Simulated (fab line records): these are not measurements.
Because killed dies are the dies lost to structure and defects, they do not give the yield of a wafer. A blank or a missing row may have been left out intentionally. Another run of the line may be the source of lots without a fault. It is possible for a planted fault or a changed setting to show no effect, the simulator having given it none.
Which tool did it? + flow n5 finfet + 13 lots, 39 wafers sampled, at 2 steps of a route of 1938

WHAT THE GAUGES SHOWED, per wafer
N5_BEOL_M10_THK_MEAS_01.
| lot  | measured     | on            | M10_ILD_THK (nm) |
|------|--------------|---------------|------------------|
| L543 | day 9 21:30  | film metro-01 | 267 270 271      |
| L545 | day 10 04:11 | film metro-02 | 267 266 269      |
| L548 | day 11 10:15 | film metro-01 | 269 273 272      |
| L549 | day 11 12:48 | film metro-02 | 265 268 267      |
| L550 | day 12 03:22 | film metro-02 | 270 272 270      |
| L551 | day 12 04:03 | film metro-02 | 271 271 274      |
| L552 | day 12 09:55 | film metro-02 | 264 264 268      |
| L561 | day 14 04:12 | film metro-02 | 267 268 271      |
| L559 | day 14 06:27 | film metro-02 | 264 268 265      |
| L563 | day 15 06:30 | film metro-02 | 266 265 272      |
| L566 | day 15 10:47 | film metro-02 | 268 269 272      |
| L562 | day 15 11:08 | film metro-01 | 263 268 268      |
| L564 | day 15 11:36 | film metro-01 | 266 264 264      |

TOOL THAT RAN EACH LOT (tool first, then ch and the chambers of the sampled wafers, then the start)
| lot  | N5_BEOL_M9_CMP_52             |
|------|-------------------------------|
| L543 | cmp-01 ch 1,3, day 9 20:26    |
| L545 | cmp-01 ch 0,1,2, day 10 03:10 |
| L548 | cmp-01 ch 0,1,2, day 11 09:16 |
| L549 | cmp-03 ch 1,2,3, day 11 11:45 |
| L550 | cmp-02 ch 0,3, day 12 02:17   |
| L551 | cmp-02 ch 2,3, day 12 02:58   |
| L552 | cmp-02 ch 0,1,3, day 12 08:50 |
| L561 | cmp-01 ch 0,1,3, day 14 03:09 |
| L559 | cmp-01 ch 0,1,3, day 14 05:16 |
| L563 | cmp-03 ch 1,2,3, day 15 05:25 |
| L566 | cmp-03 ch 0,1, day 15 09:34   |
| L562 | cmp-02 ch 0,1, day 15 09:45   |
| L564 | cmp-03 ch 0,1,3, day 15 10:06 |
- N5_BEOL_M9_CMP_52: polishes, stops on SiCOH lowk, t overpolish 7 s, target thk 140 nm.

WHAT THE TOOLS THEMSELVES READ (means of the sampled wafers that have a number; where no wafer has one, the mark that the record gives instead)
N5_BEOL_M9_CMP_52.
| lot  | tool   | barrier field endpoint s (s) | clearing platen rpm (rpm) | motor current A (A) | overpolish run s (s) | time to endpoint s (s) |
|------|--------|------------------------------|---------------------------|---------------------|----------------------|------------------------|
| L543 | cmp-01 | 29.3                         | 50.010                    | 6.4                 | 6.991                | 68.1                   |
| L545 | cmp-01 | 29.0                         | 49.997                    | 6.0                 | 7.010                | 62.8                   |
| L548 | cmp-01 | 29.9                         | 50.005                    | 5.9                 | 7.008                | 67.0                   |
| L549 | cmp-03 | 29.8                         | 49.982                    | 6.1                 | 7.015                | 68.2                   |
| L550 | cmp-02 | 29.8                         | 49.986                    | 7.5                 | 6.997                | 68.8                   |
| L551 | cmp-02 | 29.2                         | 49.983                    | 6.8                 | 6.994                | 68.1                   |
| L552 | cmp-02 | 28.5                         | 50.010                    | 7.1                 | 7.002                | 66.5                   |
| L561 | cmp-01 | 20.7                         | 50.007                    | 6.1                 | 7.001                | 47.6                   |
| L559 | cmp-01 | 24.7                         | 49.989                    | 6.1                 | 7.004                | 54.7                   |
| L563 | cmp-03 | 29.6                         | 49.993                    | 6.0                 | 7.000                | 69.3                   |
| L566 | cmp-03 | 28.9                         | 50.010                    | 5.9                 | 7.000                | 68.8                   |
| L562 | cmp-02 | 29.6                         | 50.000                    | 6.4                 | 6.998                | 68.1                   |
| L564 | cmp-03 | 29.8                         | 49.995                    | 5.7                 | 6.998                | 71.7                   |

THE ANSWER, worked out from the rows above alone
Rule: the usual values come from the lots themselves. Put in order of their means at a reading, lots are off if they are a third of the lots or fewer, leave a main group of 4 or more, and stand apart from it by a gap of 3 or more times the standard deviation of the main group's means; of several such gaps the widest counts. A main group is skipped when, at the precision printed for the reading in the tables above, its means are all equal. A lot without any number at a reading at which 4 lots or more have one is off too. The other lots that the step has rows for count as sound. The gauges are gone through in route order, then the tools' own readings, and for those a lot's mean is taken as printed above. At the first step where some lot is off, the reading lying furthest off is the one used; lots without a number count as furthest.
Off at N5_BEOL_M9_CMP_52 (barrier field endpoint s): L561, L559. Main group: mean 29.4 s, sd 0.43.
If a tool, at that step or one of the process steps before it, ran each lot that is off and ran no sound lot following the first of them, it fits. One fits: cmp-01 at N5_BEOL_M9_CMP_52. Its last sound lot is L548 (day 11 09:16), its first lot that is off L561 (day 14 03:09): a fault that began between those two fits.
The tool's own readings at N5_BEOL_M9_CMP_52 bear it out: on the lots that are off they differ by more than 5 times the standard deviation of the sound lots' means. barrier field endpoint s reads 22.7 s there against 29.4 s on the sound lots; time to endpoint s reads 51.2 s there against 67.9 s on the sound lots.

WHAT THE SIMULATOR PUT IN
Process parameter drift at N5_BEOL_M9_CMP_52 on cmp-01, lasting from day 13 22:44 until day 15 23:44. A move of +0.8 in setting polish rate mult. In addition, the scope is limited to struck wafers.
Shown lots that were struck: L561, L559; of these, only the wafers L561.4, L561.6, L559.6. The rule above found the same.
